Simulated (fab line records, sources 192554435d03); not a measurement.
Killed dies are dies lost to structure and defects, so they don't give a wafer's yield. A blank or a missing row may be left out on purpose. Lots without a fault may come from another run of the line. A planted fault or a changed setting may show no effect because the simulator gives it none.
fab line records | flow n5_finfet
record lots=11 wafers=32 last_day=18
route steps=1938 shown BEOL_M0@746 BEOL_M1@777 BEOL_M4@1111 PASSIVATION@1936
lots that met no fault: from a run of the same line without faults
start_h: hours from the record's first day to the start of the lot's first wafer shown | wait_h: hours since the lot's step before | " the same as in the row above | L1.1+2: a row that stands for several wafers | - no value, or no start given | * or withheld: withheld | < > ~ a bound
route shown NAME@n: a module of which the file shows steps, and the number in the route of the first | usual: mean/standard deviation of fault-free wafers | same: alike in all rows | chamber/n: place in a boat | sites: the reading at each site | _std_site: their standard deviation | _edge_site: outer sites' mean less inner sites' | radius_mm: how far each site lies from the wafer's centre | mask NAME#n: copy n | behind: the tool/chamber that last shaped the wafer | hold: why the lot was held/for how many hours/how that ended | device: the transistor (n, p or np) that didn't switch | end of line: the same wafers' tests at the end of the route | a step without rows: its recipe alone | killed: dies lost to structure and defects at the first sort, not the wafer's yield | map: a wafer's dies, x killed, . not, _ none there
set.NAME: the setting as run; set.NAME@STEP: as run at that earlier step | model.NAME: the simulator's own value behind a step, which no gauge read
steps of the route over a sample of lots; a table a step, a row a wafer
services: from which hour (start_h, from the record's first day; less than 0 if before it) a tool's chamber was out of use, for how many hours, and why
## steps
# step N5_BEOL_M0_CO_CAP_123
# recipe material=Co target_thk_a=20 temp_c=200 precursor=CCTBA/H2 pressure_torr=30 time_s=102.1
# usual heater_power_w=234/9.6
# columns lot.wafer tool chamber start_h wait_h heater_power_w
L622.3 cvd_co-02 2 158.38 0.0 231
L622.4 " 1 " " 240
L622.6 " 2 " " 239
L624.1 cvd_co-02 2 159.63 0.0 236
L624.3 " 1 " " 241
L624.6 " 0 " " 226
L628.1 cvd_co-02 1 165.79 0.0 240
L628.3 " 2 " " 235
L628.6 " 1 " " 244
L629.1 cvd_co-01 0 166.07 0.0 241
L629.4 " 1 " " 235
L629.5 " 2 " " 220
L631.2 cvd_co-02 1 178.66 0.0 243
L631.5 " 2 " " 234
L631.6 " 0 " " 222
L635.2 cvd_co-01 2 202.78 0.0 218
L635.3 " 1 " " 232
L634.3 cvd_co-02 2 202.90 0.0 234
L634.4 " 2 " " 228
L634.5 " 0 " " 227
L637.1 cvd_co-02 2 219.68 0.0 236
L637.2 " 1 " " 237
L637.6 " 0 " " 225
L642.4 cvd_co-01 0 250.06 0.0 254
L642.5 " 1 " " 237
L642.6 " 2 " " 223
L643.1 cvd_co-01 0 253.41 0.0 253
L643.3 " 2 " " 228
L643.5 " 1 " " 239
L644.2 cvd_co-01 2 266.14 0.0 226
L644.3 " 1 " " 236
L644.6 " 2 " " 225
# step N5_BEOL_M1_COAT_67
# recipe resist=SOC temp_c=250 time_s=60 spin_rpm=1500 resist_thk_nm=60
# usual chill_plate_temp_C=23.01/0.11 heater_power_total_W=500.4/1.8 plate_temp_C=249.99/0.18
# columns lot.wafer tool chamber start_h wait_h chill_plate_temp_C heater_power_total_W plate_temp_C
L622.3 litho_track-03 0 159.83 0.0 22.94 503.1 250.23
L622.4 " 0 " " 22.84 498.3 250.07
L622.6 " 0 " " 22.95 502.4 249.96
L624.1 litho_track-03 0 161.82 0.0 23.06 502.3 250.01
L624.3 " 0 " " 23.04 498.6 250.03
L624.6 " 0 " " 22.98 498.8 250.23
L628.1 litho_track-04 0 167.76 0.0 23.02 499.6 250.11
L628.3 " 0 " " 22.98 500.5 250.19
L628.6 " 0 " " 22.97 503.3 250.35
L629.1 litho_track-03 0 167.91 0.0 22.86 486.8 244.87
L629.4 " 0 " " 22.75 489.9 244.88
L629.5 " 0 " " 23.00 486.9 245.03
L631.2 litho_track-03 0 181.01 0.0 23.03 486.6 245.01
L631.5 " 0 " " 23.17 489.5 245.16
L631.6 " 0 " " 22.92 485.9 244.95
L635.2 litho_track-02 0 204.20 0.0 22.90 500.5 250.15
L635.3 " 0 " " 22.93 500.3 250.07
L634.3 litho_track-02 0 204.39 0.0 22.94 500.0 249.80
L634.4 " 0 " " 23.10 497.4 249.89
L634.5 " 0 " " 23.02 499.0 249.94
L637.1 litho_track-04 0 222.15 0.0 23.12 500.0 249.80
L637.2 " 0 " " 23.16 498.3 249.67
L637.6 " 0 " " 22.98 497.7 250.14
L642.4 litho_track-02 0 252.18 0.0 23.07 497.9 250.17
L642.5 " 0 " " 23.20 501.9 249.76
L642.6 " 0 " " 23.26 501.0 249.81
L643.1 litho_track-04 0 254.86 0.0 23.04 503.0 250.18
L643.3 " 0 " " 23.13 498.0 250.25
L643.5 " 0 " " 23.14 500.0 249.96
L644.2 litho_track-03 0 268.60 0.0 23.04 500.4 249.92
L644.3 " 0 " " 23.21 501.3 249.86
L644.6 " 0 " " 23.17 499.3 250.00
# step N5_BEOL_M1_OVL_MEAS_29
# recipe points_per_wafer=522
# usual V0_OVL=0.6/0.74
# columns lot.wafer tool chamber start_h wait_h V0_OVL[nm]
L622.3 overlay-02 0 160.16 0.0 2.1
L622.4 " 0 " " 0.7
L622.6 " 0 " " 1.1
L624.1 overlay-02 0 162.26 0.0 1.8
L624.3 " 0 " " 1.6
L624.6 " 0 " " 0.7
L628.1 overlay-02 0 168.07 0.0 1.3
L628.3 " 0 " " 2.3
L628.6 " 0 " " 0.3
L629.1 overlay-02 0 168.35 0.0 0.8
L629.4 " 0 " " 1.1
L629.5 " 0 " " 1.2
L631.2 overlay-01 0 181.45 0.0 -0.6
L631.5 " 0 " " 0.8
L631.6 " 0 " " 1.4
L635.2 overlay-01 0 204.51 0.0 0.6
L635.3 " 0 " " 0.6
L634.3 overlay-02 0 204.71 0.0 -0.3
L634.4 " 0 " " 1.1
L634.5 " 0 " " 1.0
L637.1 overlay-02 0 222.58 0.0 -0.4
L637.2 " 0 " " -0.1
L637.6 " 0 " " -0.6
L642.4 overlay-01 0 252.63 0.0 -0.5
L642.5 " 0 " " 1.1
L642.6 " 0 " " 0.5
L643.1 overlay-01 0 255.17 0.0 -0.9
L643.3 " 0 " " 0.6
L643.5 " 0 " " -0.6
L644.2 overlay-02 0 268.92 0.0 -0.5
L644.3 " 0 " " 1.0
L644.6 " 0 " " -0.5
# step N5_BEOL_M1_INSPECT_30
# recipe mode=adi inspect_instrument=brightfield
# usual raw_defect_count=421/98
# columns lot.wafer tool chamber start_h wait_h raw_defect_count
L622.3 defect_inspect-02 - 160.20 0.0 484
L622.4 " - " " 445
L622.6 " - " " 494
L624.1 defect_inspect-01 - 162.31 0.1 317
L624.3 " - " " 521
L624.6 " - " " 440
L628.1 defect_inspect-02 - 168.13 0.1 377
L628.3 " - " " 447
L628.6 " - " " 507
L629.1 defect_inspect-01 - 168.41 0.1 593
L629.4 " - " " 476
L629.5 " - " " 554
L631.2 defect_inspect-02 - 181.50 0.0 432
L631.5 " - " " 284
L631.6 " - " " 296
L635.2 defect_inspect-01 - 204.57 0.0 437
L635.3 " - " " 440
L634.3 defect_inspect-01 - 204.76 0.0 491
L634.4 " - " " 501
L634.5 " - " " 613
L637.1 defect_inspect-02 - 222.64 0.1 375
L637.2 " - " " 573
L637.6 " - " " 378
L642.4 defect_inspect-02 - 252.67 0.0 525
L642.5 " - " " 488
L642.6 " - " " 454
L643.1 defect_inspect-01 - 255.23 0.1 347
L643.3 " - " " 336
L643.5 " - " " 377
L644.2 defect_inspect-01 - 268.97 0.0 296
L644.3 " - " " 328
L644.6 " - " " 329
# step N5_BEOL_M4_RC_MEAS_101
# usual DIBL_N=35.6/1.7 DIBL_P=35.0/2 IOFF_N=0.148/0.027 IOFF_P=0.19/0.032 ION_N=671/14 ION_P=460/9.1 SS_N=71.3/0.62 SS_P=73.0/0.64 VT_N=251/3.2 VT_P=-251.5/2.9
# columns lot.wafer tool chamber start_h wait_h DIBL_N[mV/V] DIBL_P[mV/V] IOFF_N[nA/um] IOFF_P[nA/um] ION_N[uA/um] ION_P[uA/um] SS_N[mV/dec] SS_P[mV/dec] VT_N[mV] VT_P[mV]
L622.3 prober-02 0 204.58 0.3 34.3 32.1 0.130 0.17 663 456 71.3 73.1 250 -252.0
L622.4 " 0 " " 35.7 34.3 0.156 0.20 696 474 71.2 72.7 248 -251.6
L622.6 " 0 " " 33.8 31.4 0.123 0.16 671 462 71.0 72.7 254 -250.1
L624.1 prober-01 0 207.20 0.0 38.2 38.9 0.168 0.20 692 473 72.1 73.6 250 -252.7
L624.3 " 0 " " 38.3 39.4 0.180 0.22 685 466 71.9 73.4 248 -253.7
L624.6 " 0 " " 37.6 38.2 0.164 0.20 687 465 71.9 73.0 249 -252.6
L628.1 prober-02 0 215.61 0.0 37.1 36.6 0.197 0.23 695 472 71.7 73.7 245 -246.6
L628.3 " 0 " " 34.2 32.5 0.137 0.17 684 469 70.8 72.0 249 -251.2
L628.6 " 0 " " 34.7 33.0 0.146 0.17 683 461 71.3 72.5 249 -253.8
L629.1 prober-02 0 217.39 0.0 35.7 34.8 0.150 0.21 679 469 71.5 72.9 251 -249.0
L629.4 " 0 " " 35.9 36.2 0.157 0.23 663 458 71.7 73.0 250 -249.4
L629.5 " 0 " " 35.4 35.7 0.155 0.22 680 465 71.7 72.7 249 -250.6
L631.2 prober-01 0 249.09 0.6 34.4 36.7 0.149 0.25 679 471 71.1 74.1 249 -246.7
L631.5 " 0 " " 31.1 31.3 0.094 0.16 650 460 71.0 71.8 257 -249.5
L631.6 " 0 " " 35.0 36.3 0.163 0.24 687 472 71.4 73.4 248 -247.2
L634.3 prober-01 0 275.81 0.3 34.1 32.5 0.126 0.17 673 468 70.2 72.2 252 -252.6
L634.4 " 0 " " 36.7 35.3 0.179 0.22 701 476 70.7 73.4 244 -248.5
L634.5 " 0 " " 35.3 33.7 0.135 0.19 669 463 70.7 72.8 251 -252.8
L635.2 prober-02 0 277.07 0.2 38.8 36.7 0.158 0.19 668 450 70.9 74.1 253 -254.5
L635.3 " 0 " " 38.5 36.0 0.165 0.19 660 447 72.1 73.2 252 -252.7
L637.1 prober-02 0 281.83 0.0 35.9 36.6 0.155 0.21 679 463 71.0 73.1 251 -250.7
L637.2 " 0 " " 38.4 38.6 0.197 0.24 670 449 71.7 73.7 247 -249.5
L637.6 " 0 " " 35.4 34.7 0.136 0.18 680 463 70.7 72.6 254 -251.3
L642.4 prober-02 0 308.85 0.5 34.3 32.5 0.125 0.17 661 453 71.1 72.1 250 -253.9
L642.5 " 0 " " 36.1 34.7 0.166 0.21 677 458 71.4 72.9 245 -248.5
L642.6 " 0 " " 33.4 31.5 0.114 0.16 662 460 70.9 71.8 254 -254.1
L644.2 prober-02 0 321.94 0.2 37.7 37.6 0.200 0.22 701 468 71.8 74.1 246 -253.1
L644.3 " 0 " " 35.9 35.5 0.155 0.19 679 458 71.2 73.3 249 -251.3
L644.6 " 0 " " 36.3 36.0 0.166 0.20 681 456 71.3 73.6 245 -250.3
L643.1 prober-01 0 322.01 0.0 37.0 37.4 0.156 0.22 677 472 71.3 73.3 250 -251.2
L643.3 " 0 " " 36.2 35.8 0.144 0.18 680 464 71.2 72.3 251 -253.6
L643.5 " 0 " " 34.6 33.7 0.120 0.16 668 462 69.9 72.6 254 -252.9
# step N5_PASSIVATION_PROBE_49
# usual defect_limited_yield=91.2/1.6 killed_at_M0_to_M3=35/11 killed_at_M4_up=14/5.4 killed_at_contacts=13/6 killed_at_front_end=38/11 killed_at_other=3.4/2.6 killed_dies=104/19 killed_open=68/13 killed_short=34/8.5 sort_bin_5_function=5.1/1 sort_bin_6_memory=3.3/0.72 sort_bin_8_speed=0.1/0.9 sort_n_pass=1075/22 sort_yield_pct=91.1/1.9
# same gross_dies=1180 killed_at_back_side=0 sort_bin_4_leakage[%]=0
# columns lot.wafer tool chamber start_h wait_h defect_limited_yield[%] killed_at_M0_to_M3 killed_at_M4_up killed_at_contacts killed_at_front_end killed_at_other killed_dies killed_open killed_short sort_bin_5_function[%] sort_bin_6_memory[%] sort_bin_8_speed[%] sort_n_pass sort_yield_pct[%]
L629.1 prober-01 - 331.49 0.0 91.0 34 12 18 41 1 106 67 30 5.4 2.6 0 1074 91.0
L634.3 prober-01 - 395.66 0.1 90.5 44 6 20 36 6 112 75 34 5.3 3.9 0 1068 90.5
L634.4 prober-01 - 395.71 0.2 93.1 30 12 17 21 1 81 51 27 4.0 2.6 0 1099 93.1
L634.5 prober-01 - 395.76 0.2 91.3 44 15 9 29 6 103 68 31 5.4 2.7 0 1077 91.3
# killed by level:class
L629.1 MOL_CONTACT_COAG:geometric_particle:open=15 BEOL_M2:geometric_particle:open=9 FIN_SAQP:geometric_particle:open=7 FIN_SAQP:geometric_particle:short=7 BEOL_M3:geometric_particle:open=7 BEOL_M1:geometric_particle:open=6 STI_FIN_REVEAL:geometric_particle:open=5 HKMG_FIN:area_etch=5
L634.3 MOL_CONTACT_COAG:geometric_particle:open=19 BEOL_M2:geometric_particle:open=9 STI_FIN_REVEAL:geometric_particle:open=8 BEOL_M0_SAQP:geometric_particle:open=8 BEOL_M1:geometric_particle:open=6 BEOL_M2:geometric_particle:short=6 FIN_SAQP:geometric_particle:short=5 ILD0:geometric_particle:short=5
L634.4 MOL_CONTACT_COAG:geometric_particle:open=14 BEOL_M2:geometric_particle:open=7 BEOL_M3:geometric_particle:open=7 BEOL_M0_SAQP:geometric_particle:short=6 FIN_SAQP:geometric_particle:short=5 BEOL_M0_SAQP:geometric_particle:open=5 DUMMY_GATE:geometric_particle:open=4 BEOL_M7:geometric_particle:open=4
L634.5 STI_FIN_REVEAL:geometric_particle:open=9 BEOL_M0_SAQP:geometric_particle:short=9 BEOL_M0_SAQP:geometric_particle:open=9 MOL_CONTACT_COAG:geometric_particle:open=7 BEOL_M3:geometric_particle:open=6 DUMMY_GATE:geometric_particle:open=5 BEOL_M1:geometric_particle:open=5 BEOL_M2:geometric_particle:open=5
## services
# columns tool chamber start_h hours kind
litho_track-02 - 158.61 - consumable_replace:filter
cvd_co-01 - 171.18 6.9 pm
cvd_co-01 - 254.93 1.0 repair
## key
first_sign step=N5_BEOL_M1_COAT_67 reading=plate_temp_C direction=down sigmas=28 usual=* struck=*
effect step=N5_BEOL_M1_COAT_67 reading=heater_power_total_W direction=down sigmas=7 usual=* struck=*
met_at N5_BEOL_M1_COAT_67
struck_lots L629,L631
not_acting_at N5_BEOL_M0_CO_CAP_123,N5_BEOL_M1_OVL_MEAS_29,N5_BEOL_M1_INSPECT_30
onset_between 161.82 167.91
fault kind=process_parameter_drift tool=litho_track-03 chamber=- onset_h=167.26 steps=N5_BEOL_M1_COAT_67 channel=temp_c offset=* shape=step end_h=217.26 acts_in=* stated=*
